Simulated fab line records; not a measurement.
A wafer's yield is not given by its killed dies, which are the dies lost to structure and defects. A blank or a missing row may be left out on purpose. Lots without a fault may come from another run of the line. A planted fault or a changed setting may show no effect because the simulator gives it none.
fab line records	flow n5_finfet
[record] lots = 5	wafers = 15	last_day = 17
route steps=1938 shown BEOL_M4@1099 BEOL_M5@1112 BEOL_M10@1492 PASSIVATION@1936
lots that met no fault: taken from a fault-free run of the same line
start_h: the number of hours between the record's first day and the start of the first shown wafer of the lot	wait_h: how many hours have passed since the lot's step before this one	" repeats the value in the row above	L1.1+2: a row that stands for several wafers	- either no value or no given start	* or withheld: withheld	< > ~ a bound
route shown NAME@n: names a module that has steps shown in the file, with the first one's number in the route	usual: the fault-free wafers' mean and standard deviation	same: alike in all rows	chamber/n: place in a boat	sites: per-site readings	_std_site: standard deviation of those values	_edge_site: the outer-site mean with the inner-site mean subtracted	radius_mm: how far each site lies from the wafer's centre	mask NAME#n: copy n	behind: the last tool/chamber to shape the wafer	hold: cause of the lot's hold/its duration in hours/its outcome	device: which transistor (n, p or np) failed to switch	end of line: the tests these same wafers got at the end of their route	for a step that has no rows: nothing shown but its recipe	killed: the dies lost at the first sort to structure and to defects; this is not the yield of the wafer	map: the dies of a wafer, with x for killed, . for not killed, _ for no die there
set.NAME: setting as actually run; set.NAME@STEP: the setting as run at that earlier step	model.NAME: the simulator's own value behind a step, which no gauge read
lots at selected steps of the route; one table per step, one row per wafer
services: when a tool's chamber went out of use (start_h, in hours from the record's first day, below 0 if earlier), for how many hours, and the reason
[[steps]]
[step N5_BEOL_M4_ANNEAL_95]
[recipe] temp_c = 400	time_s = 240	ambient = vacuum
[step N5_BEOL_M4_SPUTTER_96]
[recipe] material = Cu	target_thk_a = 45	temp_c = -20	chamber_pressure_pa = 0.07	power_w = withheld	time_s = 8.29
[step N5_BEOL_M4_ECD_50]
[recipe] material = Cu	target_thk_a = 3000
[step N5_BEOL_M4_ANNEAL_51]
[recipe] temp_c = 225	time_s = 90	ambient = N2
[step N5_BEOL_M4_CMP_52]
[recipe] stop_on = SiOC	t_overpolish_s = 6.8	down_force_psi = 1	platen_rpm = 50	clearing_platen_down_force_psi = 1.5	clearing_platen_rpm = 50	post_cmp_clean = cu_alkaline	target_thk_nm = 40	clearing_platen_pad_velocity_m_s = 0.99484	pad_velocity_m_s = 0.99484
[step N5_BEOL_M4_PRE_CLEAN_60]
[recipe] gas = NH3/H2	time_s = 15	temp_c = *	rf_power_w = 300
[step N5_BEOL_M4_CO_CAP_55]
[recipe] material = Co	target_thk_a = 20	temp_c = 200	precursor = CCTBA/H2	pressure_torr = 30	time_s = 102.1
[step N5_BEOL_M4_PRE_CLEAN_56]
[recipe] gas = NH3	time_s = 15	temp_c = withheld	rf_power_w = 300
[step N5_BEOL_M4_DEP_57]
[recipe] material = SiCN	target_thk_a = 80	temp_c = withheld	precursor = 3MS/NH3	pressure_torr = 3	rf_w = 202	time_s = 14
[step N5_BEOL_M4_RC_MEAS_101]
[usual] DIBL_N = 36.6/1.7	DIBL_P = 36.7/2	IOFF_N = 0.16/0.033	IOFF_P = 0.22/0.04	ION_N = 673/12	ION_P = 463/7.9	SS_N = 71.7/0.58	SS_P = 73.3/0.64	VT_N = 249/3.3	VT_P = -249/3.1
lot.wafer	tool	chamber	start_h	wait_h	DIBL_N[mV/V]	DIBL_P[mV/V]	IOFF_N[nA/um]	IOFF_P[nA/um]	ION_N[uA/um]	ION_P[uA/um]	SS_N[mV/dec]	SS_P[mV/dec]	VT_N[mV]	VT_P[mV]
L333.3	prober-01	0	168.54	0.3	38.7	38.3	0.19	0.26	674	462	72.5	73.4	250	-247
L333.4	"	0	"	"	36.7	36.8	0.16	0.23	681	467	71.0	73.3	250	-247
L333.6	"	0	"	"	37.2	37.7	0.17	0.24	672	466	71.3	73.4	247	-247
L350.2	prober-02	0	279.39	0.2	39.2	40.0	0.22	0.30	682	471	72.0	73.8	243	-247
L350.3	"	0	"	"	37.0	37.4	0.18	0.24	672	460	72.1	73.4	249	-247
L350.6	"	0	"	"	37.1	36.5	0.17	0.24	679	464	71.9	73.1	246	-247
L351.1	prober-02	0	282.18	0.0	37.1	38.5	0.17	0.23	686	469	71.4	73.2	249	-250
L351.3	"	0	"	"	37.4	38.7	0.18	0.23	667	459	72.0	73.9	249	-251
L351.5	"	0	"	"	35.3	36.8	0.14	0.20	675	461	70.4	72.9	252	-249
L352.2	prober-01	0	296.99	0.2	38.7	39.6	0.21	0.30	683	469	72.0	73.9	246	-245
L352.3	"	0	"	"	35.1	36.2	0.15	0.24	689	476	71.0	73.1	249	-247
L352.5	"	0	"	"	36.0	36.9	0.15	0.24	669	465	71.4	73.5	251	-247
L356.4	prober-01	0	308.57	0.5	34.3	33.2	0.13	0.20	661	471	70.8	72.2	248	-245
L356.5	"	0	"	"	34.4	34.2	0.13	0.22	670	465	70.8	72.7	252	-247
L356.6	"	0	"	"	37.5	37.0	0.17	0.26	668	467	72.1	73.1	251	-244
[step N5_BEOL_M5_ILD_DEP_00]
[recipe] material = SiCOH_lowk	target_thk_a = 1406.4	temp_c = 300	precursor = DEMS/porogen	pressure_torr = 5	rf_w = 500	time_s = 25.9
[step N5_BEOL_M5_CURE_79]
[recipe] temp_c = 385	time_s = 240	ambient = He/Ar	material = SiCOH_lowk
[step N5_BEOL_M5_PECVD_70]
[recipe] material = SiO2	target_thk_a = 160	temp_c = 400	precursor = TEOS/O2	pressure_torr = 5.5	rf_w = 450	teos_flow_sccm = 53.8	gas = O2	flow_sccm = 3000	time_s = 18
[step N5_BEOL_M5_HM_DEP_02]
[recipe] material = TiN	target_thk_a = 200	temp_c = 25	chamber_pressure_pa = 0.49996
[step N5_BEOL_M5_COAT_59]
[recipe] resist = SOC	temp_c = 250	time_s = 60	spin_rpm = 1500	resist_thk_nm = 60
[step N5_BEOL_M5_COAT_60]
[recipe] resist = SiARC	temp_c = 220	time_s = 60	spin_rpm = 1500	resist_thk_nm = 12
[step N5_BEOL_M5_COAT_71]
[recipe] resist = underlayer	temp_c = 205	time_s = 60	spin_rpm = 1500	resist_thk_nm = 5
[step N5_BEOL_M5_COAT_05]
[recipe] resist = CAR-EUV	spin_rpm = 1500	resist_thk_nm = 30
[step N5_BEOL_M5_EBR_07]
[recipe] solvent = PGMEA	ebr_width_mm = 1.5
[step N5_BEOL_M5_SOFTBAKE_06]
[recipe] temp_c = 110	time_s = 60	resist = CAR-EUV
[step N5_BEOL_M5_EXPOSE_08]
[recipe] mask_id = M5	na = 0.33	source_shape = annular	sigma_inner = 0.4	sigma_outer = 0.8	polarization = unpolarized	target_cd_nm = 28	dose_mj = 35.75
[step N5_BEOL_M5_PEB_09]
[recipe] peb_temp_c = 100	peb_time_s = 60	resist = CAR-EUV
[step N5_BEOL_M5_DEVELOP_10]
[recipe] develop_time_s = 30	developer = TMAH	resist = CAR-EUV	rinse_liquid = surfactant_rinse	dry = air_spin	dev_temp_c = 23
[step N5_BEOL_M5_DESCUM_16]
[recipe] chemistry = O2	time_s = 7	source_power_w = 50	bias_power_w = 20	pressure_mtorr = 20	rf_frequency_hz = 2.712e+07	temp_c = 40	resist = CAR-EUV	o2_flow_sccm = 225
[step N5_BEOL_M5_ETCH_72]
[recipe] chemistry = N2/H2	target = underlayer	target_depth_a = 65	mask_material = CAR-EUV	time_s = 5.2	ion_energy_ev = 200	pressure_mtorr = 30	source_w = 840	bias_w = 150	n2_flow_sccm = 200	h2_flow_sccm = 200	ends = cleared
[step N5_BEOL_M5_ETCH_61]
[recipe] chemistry = CF4	target = SiARC	target_depth_a = 156	mask_material = CAR-EUV	time_s = 26	ion_energy_ev = 80	pressure_mtorr = 40	source_w = 545	bias_w = 36	Ar_flow_sccm = 100	cf4_flow_sccm = 100	ends = cleared
[step N5_BEOL_M5_ETCH_62]
[recipe] chemistry = N2/H2	target = SOC	target_depth_a = 750	overetch_a = 150	mask_material = SiARC	temp_c = 40	time_s = 112.5	ion_energy_ev = 200	pressure_mtorr = 30	source_w = 840	bias_w = 150	n2_flow_sccm = 200	h2_flow_sccm = 200
[step N5_BEOL_M5_STRIP_63]
[recipe] chemistry = N2/H2	temp_c = 40	n2_flow_sccm = 200	h2_flow_sccm = 200	rf_frequency_hz = 6e+07
[step N5_BEOL_M5_STRIP_73]
[recipe] chemistry = N2/H2	temp_c = 40	n2_flow_sccm = 200	h2_flow_sccm = 200	rf_frequency_hz = 6e+07
[step N5_BEOL_M5_STRIP_64]
[recipe] chemistry = CF4	resist = SiARC	power_w = 300	bias_power_w = 75	pressure_mtorr = 50	cf4_flow_sccm = 150	rf_frequency_hz = 6e+07
[step N5_BEOL_M5_HM_OPEN_17]
[recipe] chemistry = Cl2/BCl3	target_depth_a = 200	overetch_a = 60	target = TiN	mask_material = SOC	ion_energy_ev = 150	pressure_mtorr = 10	icp_w = 1000	bias_w = 126	Cl2_flow_sccm = 53.25	bcl3_flow_sccm = 21.75	Ar_flow_sccm = 25
[step N5_BEOL_M5_STRIP_19]
[recipe] chemistry = O2	power_w = 400	temp_c = 40	pressure_mtorr = 30	rf_frequency_hz = 6e+07	bias_power_w = 0	overash_fraction = 0.2	o2_flow_sccm = 225
[step N5_BEOL_M5_COAT_65]
[recipe] resist = SOC	temp_c = 250	time_s = 60	spin_rpm = 1500	resist_thk_nm = 60
[step N5_BEOL_M5_COAT_66]
[recipe] resist = SiARC	temp_c = 220	time_s = 60	spin_rpm = 1500	resist_thk_nm = 12
[step N5_BEOL_M10_STRIP_19]
[recipe] chemistry = O2	power_w = 400	temp_c = 40	pressure_mtorr = 30	rf_frequency_hz = 6e+07	bias_power_w = 0	overash_fraction = 0.2	o2_flow_sccm = 225
[usual] bias_power_w = 0/0	chamber_pressure_mTorr = 30.00/0.035	drypump_motor_current_A = 5.9/0.48	oes_product_au = 0.80/0.1	rf_vpp_V = 3.7/0.58	showerhead_plenum_p_Torr = 2.09/0.072	throttle_valve_pct = 16.59/0.23
lot.wafer	tool	chamber	start_h	wait_h	bias_power_w	chamber_pressure_mTorr	drypump_motor_current_A	oes_product_au	rf_hours_counter_h	rf_vpp_V	showerhead_plenum_p_Torr	throttle_valve_pct	model.SOC_of_BEOL_M10_COAT_59.thk_nm
L333.3	rie_diel-04	1	211.08	0.1	0	29.96	6.1	0.68	245	3.7	2.16	16.62	0
L333.4	"	0	"	"	0	29.99	6.6	0.69	215	3.5	2.18	16.58	0
L333.6	"	1	"	"	0	29.97	6.1	0.68	-	4.1	2.16	16.62	0
L350.2	rie_diel-04	2	330.82	0.2	-	-	-	-	-	-	-	-	92.4
L350.3	"	1	"	"	-	-	-	-	-	-	-	-	92.4
L350.6	"	2	"	"	-	-	-	-	-	-	-	-	92.4
L351.1	rie_diel-03	1	331.02	0.1	-	-	-	-	-	-	-	-	92
L351.3	"	2	"	"	-	-	-	-	-	-	-	-	91.8
L351.5	"	2	"	"	-	-	-	-	-	-	-	-	92.2
L352.2	rie_diel-03	3	348.84	0.1	-	-	-	-	-	-	-	-	93
L352.3	"	0	"	"	-	-	-	-	-	-	-	-	92.4
L352.5	"	0	"	"	-	-	-	-	-	-	-	-	92.8
L356.4	rie_diel-03	0	357.16	0.1	0	30.02	5.3	0.68	248	4.4	2.07	16.87	0
L356.5	"	2	"	"	0	29.95	6.0	0.91	-	3.3	2.14	16.84	0
L356.6	"	1	"	"	0	30.01	6.6	0.80	-	3.3	2.02	16.41	0
[step N5_BEOL_M10_ETCH_66]
[recipe] chemistry = N2/H2	target = SOC	target_depth_a = 1200	overetch_a = 240	mask_material = SiARC	temp_c = 40	time_s = 180	ion_energy_ev = 200	pressure_mtorr = 30	source_w = 840	bias_w = 150	n2_flow_sccm = 200	h2_flow_sccm = 200
[usual] drypump_motor_current_A = 6.1/0.45	oes_product_au = 0.66/0.082	rf_vpp_V = 523.9/2.4	showerhead_plenum_p_Torr = 2.55/0.081	throttle_valve_pct = 17.72/0.27
lot.wafer	tool	chamber	start_h	wait_h	drypump_motor_current_A	oes_product_au	rf_hours_counter_h	rf_vpp_V	showerhead_plenum_p_Torr	throttle_valve_pct	model.etch.depth_nm
L333.3	rie_diel-04	3	211.92	0.0	6.1	0.63	134	520.5	2.45	17.65	99.93
L333.4	"	0	"	"	6.6	0.56	215	525.6	2.62	17.61	99.86
L333.6	"	0	"	"	6.6	0.57	-	526.2	2.62	17.60	99.72
L351.1	rie_diel-03	2	332.71	0.0	6.0	0.93	22	525.6	2.59	18.11	146.7
L351.3	"	1	"	"	6.6	0.81	111	521.9	2.46	17.63	150.1
L351.5	"	1	"	"	6.6	0.82	-	520.1	2.46	17.65	149.9
L350.2	rie_diel-04	3	332.88	0.0	6.1	0.74	175	520.3	2.43	17.73	142.2
L350.3	"	2	"	"	6.4	0.91	20	522.1	2.50	17.82	146.4
L350.6	"	2	"	"	6.4	0.93	-	522.6	2.50	17.82	147
L352.2	rie_diel-03	3	351.72	0.0	5.5	0.81	103	521.1	2.47	17.92	144.7
L352.3	"	2	"	"	6.0	0.91	31	525.0	2.59	18.13	146.2
L352.5	"	3	"	"	5.5	0.81	-	521.7	2.47	17.92	146.7
L356.4	rie_diel-03	0	358.43	0.0	5.4	0.55	248	523.7	2.49	17.92	99.98
L356.5	"	2	"	"	6.0	0.71	-	524.8	2.59	18.13	99.76
L356.6	"	1	"	"	6.6	0.64	-	521.0	2.46	17.63	100.2
[step N5_BEOL_M10_VIA_ETCH_34]
[recipe] chemistry = C4F6/O2	target = SiCOH_lowk	target_depth_a = 1845	mask_material = SOC	taper_deg = 4	time_s = 69.2	ion_energy_ev = 250	pressure_mtorr = 30	source_w = 345	bias_w = 185	Ar_flow_sccm = 300	C4F6_flow_sccm = 10	O2_flow_sccm = 10
[usual] drypump_motor_current_A = 6.0/0.45	oes_product_au = 0.81/0.11	rf_vpp_V = 663/11	showerhead_plenum_p_Torr = 2.85/0.083	throttle_valve_pct = 20.78/0.27
lot.wafer	tool	chamber	start_h	wait_h	drypump_motor_current_A	oes_product_au	rf_hours_counter_h	rf_vpp_V	showerhead_plenum_p_Torr	throttle_valve_pct
L333.3	rie_diel-04	3	212.05	0.0	6.1	0.78	134	683	2.75	20.70
L333.4	"	0	"	"	6.6	0.69	215	675	2.93	20.65
L333.6	"	0	"	"	6.5	0.69	-	674	2.93	20.66
L351.1	rie_diel-03	2	332.83	0.0	6.0	0.34	22	667	2.91	21.03
L351.3	"	1	"	"	6.6	0.30	111	656	2.76	20.51
L351.5	"	1	"	"	6.6	0.30	-	656	2.76	20.52
L350.2	rie_diel-04	3	333.00	0.0	6.0	0.28	175	683	2.73	20.61
L350.3	"	2	"	"	6.4	0.34	20	653	2.77	20.64
L350.6	"	2	"	"	6.4	0.34	-	650	2.77	20.62
L352.2	rie_diel-03	3	351.84	0.0	5.5	0.31	103	671	2.78	20.91
L352.3	"	2	"	"	6.0	0.34	31	666	2.91	21.04
L352.5	"	3	"	"	5.5	0.31	-	669	2.78	20.90
L356.4	rie_diel-03	0	358.55	0.0	5.3	0.67	248	660	2.81	21.07
L356.5	"	2	"	"	6.0	0.89	-	666	2.90	21.21
L356.6	"	1	"	"	6.6	0.79	-	655	2.76	20.70
[step N5_PASSIVATION_PROBE_49]
[usual] defect_limited_yield = 91.1/1.4	killed_at_M0_to_M3 = 34/11	killed_at_M4_up = 14/5.7	killed_at_contacts = 14/6.9	killed_at_front_end = 40/11	killed_at_other = 4/3.1	killed_dies = 105/17	killed_on_rim = 14/4.1	killed_open = 70/13	killed_short = 34/7.6	sort_bin_5_function = 5.3/0.95	sort_bin_6_memory = 3.3/0.64	sort_n_pass = 1075/17	sort_yield_pct = 91.1/1.4
[same] gross_dies = 1180	killed_at_back_side = 0	sort_bin_4_leakage[%] = 0	sort_bin_8_speed[%] = 0
lot.wafer	tool	chamber	start_h	wait_h	defect_limited_yield[%]	killed_at_M0_to_M3	killed_at_M4_up	killed_at_contacts	killed_at_front_end	killed_at_other	killed_dies	killed_on_rim	killed_open	killed_short	sort_bin_5_function[%]	sort_bin_6_memory[%]	sort_n_pass	sort_yield_pct[%]
L333.3	prober-02	-	266.91	0.1	91.1	31	17	10	42	5	105	18	80	24	5.7	3.0	1075	91.1
L333.4	prober-02	-	266.96	0.2	88.8	40	27	16	40	9	132	14	99	31	7.1	3.9	1048	88.8
L333.6	prober-02	-	267.06	0.3	89.6	45	19	6	49	4	123	9	81	40	6.0	4.1	1057	89.6
L351.1	prober-02	-	378.85	0.0	0	23	1106	5	46	0	1180	152	74	26	96.5	3.4	0	0
L351.3	prober-02	-	378.95	0.1	0	33	1079	21	46	1	1180	152	97	32	95.9	3.8	0	0
L351.5	prober-02	-	379.05	0.2	0	22	1075	8	70	5	1180	152	89	29	95.8	4.0	0	0
L350.2	prober-01	-	381.61	0.1	0	16	1093	35	35	1	1180	152	76	17	96.9	3.0	0	0
L350.3	prober-01	-	381.66	0.1	0	23	1083	22	52	0	1180	152	68	40	95.8	3.7	0	0
L350.6	prober-01	-	381.81	0.3	0	37	1075	22	38	8	1180	152	69	41	95.7	4.2	0	0
L352.2	prober-01	-	403.32	0.1	0	21	1095	15	49	0	1180	152	53	41	96.9	3.1	0	0
L352.3	prober-01	-	403.37	0.1	0	28	1108	8	34	2	1180	152	61	24	96.9	2.7	0	0
L352.5	prober-01	-	403.47	0.2	0	30	1075	26	45	4	1180	152	80	38	96.3	3.5	0	0
// killed by level:class
L333.3 STI_FIN_REVEAL:geometric_particle:open=11 GATE_CUT:geometric_particle:open=11 BEOL_M4:geometric_particle:open=10 BEOL_M0_SAQP:geometric_particle:open=8 MOL_CONTACT_COAG:geometric_particle:open=8 BEOL_M3:geometric_particle:open=7 BEOL_M0_SAQP:geometric_particle:short=6 FIN_SAQP:geometric_particle:open=5
L333.4 BEOL_M4:geometric_particle:open=20 STI_FIN_REVEAL:geometric_particle:open=15 MOL_CONTACT_COAG:geometric_particle:open=12 BEOL_M0_SAQP:geometric_particle:open=11 FIN_SAQP:geometric_particle:open=9 BEOL_M1:geometric_particle:open=9 BEOL_M3:geometric_particle:open=8 BEOL_M0_SAQP:geometric_particle:short=5
L333.6 FIN_SAQP:geometric_particle:open=18 BEOL_M0_SAQP:geometric_particle:short=11 BEOL_M0_SAQP:geometric_particle:open=8 FIN_SAQP:geometric_particle:short=7 MOL_CONTACT_COAG:geometric_particle:open=6 BEOL_M3:geometric_particle:open=6 BEOL_M1:geometric_particle:open=6 BEOL_M2:geometric_particle:open=6
L351.1 BEOL_M10:area_etch=1079 BEOL_M4:geometric_particle:open=14 DUMMY_GATE:geometric_particle:open=9 FIN_SAQP:geometric_particle:open=8 STI_FIN_REVEAL:geometric_particle:open=8 BEOL_M0_SAQP:geometric_particle:open=7 BEOL_M3:geometric_particle:open=7 FIN_SAQP:geometric_particle:short=6
L351.3 BEOL_M10:area_etch=1049 MOL_CONTACT_COAG:geometric_particle:open=17 BEOL_M4:geometric_particle:open=15 BEOL_M3:geometric_particle:open=10 FIN_SAQP:geometric_particle:open=9 DUMMY_GATE:geometric_particle:open=9 BEOL_M0_SAQP:geometric_particle:short=9 STI_FIN_REVEAL:geometric_particle:open=6
L351.5 BEOL_M10:area_etch=1062 FIN_SAQP:geometric_particle:open=18 STI_FIN_REVEAL:geometric_particle:open=18 BEOL_M0_SAQP:geometric_particle:open=12 FIN_SAQP:geometric_particle:short=9 BEOL_M4:geometric_particle:open=9 DUMMY_GATE:geometric_particle:open=8 MOL_CONTACT_COAG:geometric_particle:open=7
L350.2 BEOL_M10:area_etch=1087 MOL_CONTACT_COAG:geometric_particle:open=34 STI_FIN_REVEAL:geometric_particle:open=15 FIN_SAQP:geometric_particle:short=4 BEOL_M0_SAQP:geometric_particle:short=4 GATE_CUT:geometric_particle:open=3 BEOL_M0:geometric_particle:open=3 BEOL_M2:geometric_particle:open=3
L350.3 BEOL_M10:area_etch=1072 MOL_CONTACT_COAG:geometric_particle:open=17 FIN_SAQP:geometric_particle:short=15 FIN_SAQP:geometric_particle:open=9 STI_FIN_REVEAL:geometric_particle:open=9 BEOL_M3:geometric_particle:open=8 MOL_CONTACT_COAG:geometric_particle:short=5 BEOL_M5:geometric_particle:open=4
L350.6 BEOL_M10:area_etch=1068 MOL_CONTACT_COAG:geometric_particle:open=18 FIN_SAQP:geometric_particle:short=11 BEOL_M0_SAQP:geometric_particle:short=11 BEOL_M0_SAQP:geometric_particle:open=9 STI_FIN_REVEAL:geometric_particle:open=6 FIN_SAQP:geometric_particle:open=5 DUMMY_GATE:geometric_particle:open=5
L352.2 BEOL_M10:area_etch=1086 STI_FIN_REVEAL:geometric_particle:open=12 MOL_CONTACT_COAG:geometric_particle:open=12 FIN_SAQP:geometric_particle:short=10 BEOL_M0_SAQP:geometric_particle:short=6 STARTING-WAFER:geometric_particle:short=6 FIN_SAQP:geometric_particle:open=5 BEOL_M4:geometric_particle:open=4
L352.3 BEOL_M10:area_etch=1092 FIN_SAQP:geometric_particle:open=9 BEOL_M0_SAQP:geometric_particle:short=9 BEOL_M4:geometric_particle:open=9 STI_FIN_REVEAL:geometric_particle:open=6 BEOL_M2:geometric_particle:open=6 MOL_CONTACT_COAG:geometric_particle:open=5 BEOL_M0_SAQP:geometric_particle:open=5
L352.5 BEOL_M10:area_etch=1062 MOL_CONTACT_COAG:geometric_particle:open=20 BEOL_M3:geometric_particle:open=11 FIN_SAQP:geometric_particle:open=9 BEOL_M2:geometric_particle:open=8 STI_FIN_REVEAL:geometric_particle:open=7 GATE_CUT:geometric_particle:short=7 MOL_CONTACT_COAG:geometric_particle:short=6
// map L350.2 (x killed, . not)
_________________xxxxxxxxxxxx________________
______________xxxxxxxxxxxxxxxxxx_____________
___________xxxxxxxxxxxxxxxxxxxxxxxx__________
__________xxxxxxxxxxxxxxxxxxxxxxxxxx_________
________xxxxxxxxxxxxxxxxxxxxxxxxxxxxxx_______
_______xxxxxxxxxxxxxxxxxxxxxxxxxxxxxxxx______
______xxxxxxxxxxxxxxxxxxxxxxxxxxxxxxxxxx_____
_____xxxxxxxxxxxxxxxxxxxxxxxxxxxxxxxxxxxx____
____xxxxxxxxxxxxxxxxxxxxxxxxxxxxxxxxxxxxxx___
___xxxxxxxxxxxxxxxxxxxxxxxxxxxxxxxxxxxxxxxx__
___xxxxxxxxxxxxxxxxxxxxxxxxxxxxxxxxxxxxxxxx__
__xxxxxxxxxxxxxxxxxxxxxxxxxxxxxxxxxxxxxxxxxx_
__xxxxxxxxxxxxxxxxxxxxxxxxxxxxxxxxxxxxxxxxxx_
_xxxxxxxxxxxxxxxxxxxxxxxxxxxxxxxxxxxxxxxxxxxx
_xxxxxxxxxxxxxxxxxxxxxxxxxxxxxxxxxxxxxxxxxxxx
_xxxxxxxxxxxxxxxxxxxxxxxxxxxxxxxxxxxxxxxxxxxx
_xxxxxxxxxxxxxxxxxxxxxxxxxxxxxxxxxxxxxxxxxxxx
_xxxxxxxxxxxxxxxxxxxxxxxxxxxxxxxxxxxxxxxxxxxx
_xxxxxxxxxxxxxxxxxxxxxxxxxxxxxxxxxxxxxxxxxxxx
_xxxxxxxxxxxxxxxxxxxxxxxxxxxxxxxxxxxxxxxxxxxx
_xxxxxxxxxxxxxxxxxxxxxxxxxxxxxxxxxxxxxxxxxxxx
__xxxxxxxxxxxxxxxxxxxxxxxxxxxxxxxxxxxxxxxxxx_
__xxxxxxxxxxxxxxxxxxxxxxxxxxxxxxxxxxxxxxxxxx_
___xxxxxxxxxxxxxxxxxxxxxxxxxxxxxxxxxxxxxxxx__
___xxxxxxxxxxxxxxxxxxxxxxxxxxxxxxxxxxxxxxxx__
____xxxxxxxxxxxxxxxxxxxxxxxxxxxxxxxxxxxxxx___
_____xxxxxxxxxxxxxxxxxxxxxxxxxxxxxxxxxxxx____
______xxxxxxxxxxxxxxxxxxxxxxxxxxxxxxxxxx_____
_______xxxxxxxxxxxxxxxxxxxxxxxxxxxxxxxx______
________xxxxxxxxxxxxxxxxxxxxxxxxxxxxxx_______
__________xxxxxxxxxxxxxxxxxxxxxxxxxx_________
___________xxxxxxxxxxxxxxxxxxxxxxxx__________
______________xxxxxxxxxxxxxxxxxx_____________
_________________xxxxxxxxxxxx________________
// map L351.1 (x killed, . not)
_________________xxxxxxxxxxxx________________
______________xxxxxxxxxxxxxxxxxx_____________
___________xxxxxxxxxxxxxxxxxxxxxxxx__________
__________xxxxxxxxxxxxxxxxxxxxxxxxxx_________
________xxxxxxxxxxxxxxxxxxxxxxxxxxxxxx_______
_______xxxxxxxxxxxxxxxxxxxxxxxxxxxxxxxx______
______xxxxxxxxxxxxxxxxxxxxxxxxxxxxxxxxxx_____
_____xxxxxxxxxxxxxxxxxxxxxxxxxxxxxxxxxxxx____
____xxxxxxxxxxxxxxxxxxxxxxxxxxxxxxxxxxxxxx___
___xxxxxxxxxxxxxxxxxxxxxxxxxxxxxxxxxxxxxxxx__
___xxxxxxxxxxxxxxxxxxxxxxxxxxxxxxxxxxxxxxxx__
__xxxxxxxxxxxxxxxxxxxxxxxxxxxxxxxxxxxxxxxxxx_
__xxxxxxxxxxxxxxxxxxxxxxxxxxxxxxxxxxxxxxxxxx_
_xxxxxxxxxxxxxxxxxxxxxxxxxxxxxxxxxxxxxxxxxxxx
_xxxxxxxxxxxxxxxxxxxxxxxxxxxxxxxxxxxxxxxxxxxx
_xxxxxxxxxxxxxxxxxxxxxxxxxxxxxxxxxxxxxxxxxxxx
_xxxxxxxxxxxxxxxxxxxxxxxxxxxxxxxxxxxxxxxxxxxx
_xxxxxxxxxxxxxxxxxxxxxxxxxxxxxxxxxxxxxxxxxxxx
_xxxxxxxxxxxxxxxxxxxxxxxxxxxxxxxxxxxxxxxxxxxx
_xxxxxxxxxxxxxxxxxxxxxxxxxxxxxxxxxxxxxxxxxxxx
_xxxxxxxxxxxxxxxxxxxxxxxxxxxxxxxxxxxxxxxxxxxx
__xxxxxxxxxxxxxxxxxxxxxxxxxxxxxxxxxxxxxxxxxx_
__xxxxxxxxxxxxxxxxxxxxxxxxxxxxxxxxxxxxxxxxxx_
___xxxxxxxxxxxxxxxxxxxxxxxxxxxxxxxxxxxxxxxx__
___xxxxxxxxxxxxxxxxxxxxxxxxxxxxxxxxxxxxxxxx__
____xxxxxxxxxxxxxxxxxxxxxxxxxxxxxxxxxxxxxx___
_____xxxxxxxxxxxxxxxxxxxxxxxxxxxxxxxxxxxx____
______xxxxxxxxxxxxxxxxxxxxxxxxxxxxxxxxxx_____
_______xxxxxxxxxxxxxxxxxxxxxxxxxxxxxxxx______
________xxxxxxxxxxxxxxxxxxxxxxxxxxxxxx_______
__________xxxxxxxxxxxxxxxxxxxxxxxxxx_________
___________xxxxxxxxxxxxxxxxxxxxxxxx__________
______________xxxxxxxxxxxxxxxxxx_____________
_________________xxxxxxxxxxxx________________
[[services]]
tool	chamber	start_h	hours	kind
rie_diel-04	-	223.43	2.3	repair
rie_diel-04	1	231.41	-	clean
rie_diel-04	1	231.41	-	consumable_replace:focus_ring
rie_diel-04	1	231.41	34.0	scheduled_down
rie_diel-04	1	231.41	34.0	vent_cycle
rie_diel-03	1	242.80	8.4	repair
rie_diel-03	2	252.65	-	clean
rie_diel-03	2	252.65	-	consumable_replace:focus_ring
rie_diel-03	2	252.65	16.5	scheduled_down
rie_diel-03	2	252.65	16.5	vent_cycle
rie_diel-04	3	254.77	12.9	repair
rie_diel-04	2	268.27	-	clean
rie_diel-04	2	268.27	-	consumable_replace:focus_ring
rie_diel-04	2	268.27	18.8	scheduled_down
rie_diel-04	2	268.27	18.8	vent_cycle
rie_diel-04	0	305.58	-	clean
rie_diel-04	0	305.58	-	consumable_replace:focus_ring
rie_diel-04	0	305.58	15.4	scheduled_down
rie_diel-04	0	305.58	15.4	vent_cycle
rie_diel-03	3	308.90	6.4	repair
rie_diel-04	3	323.50	7.8	repair
rie_diel-04	0	329.44	10.8	repair
rie_diel-03	0	331.16	12.6	repair
[[key]]
[first_sign] step = N5_BEOL_M10_STRIP_19	reading = tool_record	direction = missing
[effect] step = N5_BEOL_M10_VIA_ETCH_34	reading = oes_product_au	direction = down	sigmas = 4.6	usual = 0.81	struck = 0.32
[effect] step = N5_PASSIVATION_PROBE_49	reading = killed_at_M4_up	direction = up	sigmas = 99+	usual = 14	struck = 1088
[model_effect] step = N5_BEOL_M10_STRIP_19	value = SOC_of_BEOL_M10_COAT_59.thk_nm	without = 0	struck = 92.38
[model_effect] step = N5_BEOL_M10_ETCH_66	value = etch.depth_nm	without = 99.73	struck = 146.7
[more_kills_born_at] N5_BEOL_M10_ETCH_66@rie_diel-03 = 6430	N5_BEOL_M10_ETCH_66@rie_diel-04 = 3227
met_at N5_BEOL_M10_STRIP_19
struck_wafers L350.2,L350.3,L350.6,L351.1,L351.3,L351.5,L352.2,L352.3,L352.5
later_rows_left_out L350.2,L350.3,L350.6,L351.1,L351.3,L351.5,L352.2,L352.3,L352.5
onset_between 211.08 330.82
[fault] kind = skipped_step_whole	tool = rie_diel-03,rie_diel-04	chamber = -	onset_h = 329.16	steps = N5_BEOL_M10_STRIP_19	scope = struck_lots_only
// later_rows_left_out: the simulator's readings of these wafers behind a module that went badly wrong aren't trusted and aren't shown, but for the sort
